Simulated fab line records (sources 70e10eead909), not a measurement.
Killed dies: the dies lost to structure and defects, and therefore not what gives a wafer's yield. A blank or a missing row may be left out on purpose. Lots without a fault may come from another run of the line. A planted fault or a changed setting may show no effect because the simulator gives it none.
The tool behind it: which one? | flow nandHarc | 7 lots, 19 wafers sampled, at 3 steps of a route of 1159

WHAT THE GAUGES READ, wafer by wafer
NHARC_END_SORT_01.
lot  | measured     | on        | killedAtPeriphery
L986 | day 20 03:17 | prober-02 | 1 5 3
L997 | day 22 03:00 | prober-01 | 4 5
L100 | day 23 12:23 | prober-02 | 7 2

EACH LOT AND THE TOOL THAT RAN IT (in order: tool; ch and the chambers of the sampled wafers; start)
lot  | NHARC_A_BLC_DEGAS_30        | NHARC_A_BLC_ALD_23
L986 | pvdSputter-03, day 17 18:13 | aldMetal-01 ch 1,2, day 17 18:40
L991 | pvdSputter-03, day 18 19:56 | aldMetal-04 ch 0,1,3, day 18 20:12
L988 | pvdSputter-03, day 18 23:25 | aldMetal-03 ch 0,1, day 18 23:40
L995 | pvdSputter-01, day 19 23:41 | aldMetal-04 ch 2,3, day 19 23:56
L997 | pvdSputter-02, day 20 06:25 | aldMetal-04 ch 3, day 20 06:39
L100 | pvdSputter-01, day 21 05:09 | aldMetal-04 ch 1,2, day 21 05:25
L107 | pvdSputter-02, day 22 19:51 | aldMetal-01 ch 0,2,3, day 22 20:16
- NHARC_A_BLC_DEGAS_30: time 60 s.
- NHARC_A_BLC_ALD_23: deposits TiN, target thk 3 nm, pulse time 1 s, ald cycles 150.

THE ANSWER, worked out from the rows above alone
Rule: the lots themselves supply what counts as usual. Put in order of their means at a reading, lots are off if they are a third of the lots or fewer, leave a main group of 4 or more, and stand apart from it by a gap of 3 or more times the standard deviation of the main group's means; of several such gaps the widest counts. If all means in a main group match to the digits the tables above print for the reading, that group is not used. Also off: a lot with no number at a reading for which 4 or more lots have one. All remaining lots with rows at the step are treated as sound.
Across all readings shown, no lot is off: no conclusion can be drawn from this.

WHAT THE SIMULATOR HAD PUT IN
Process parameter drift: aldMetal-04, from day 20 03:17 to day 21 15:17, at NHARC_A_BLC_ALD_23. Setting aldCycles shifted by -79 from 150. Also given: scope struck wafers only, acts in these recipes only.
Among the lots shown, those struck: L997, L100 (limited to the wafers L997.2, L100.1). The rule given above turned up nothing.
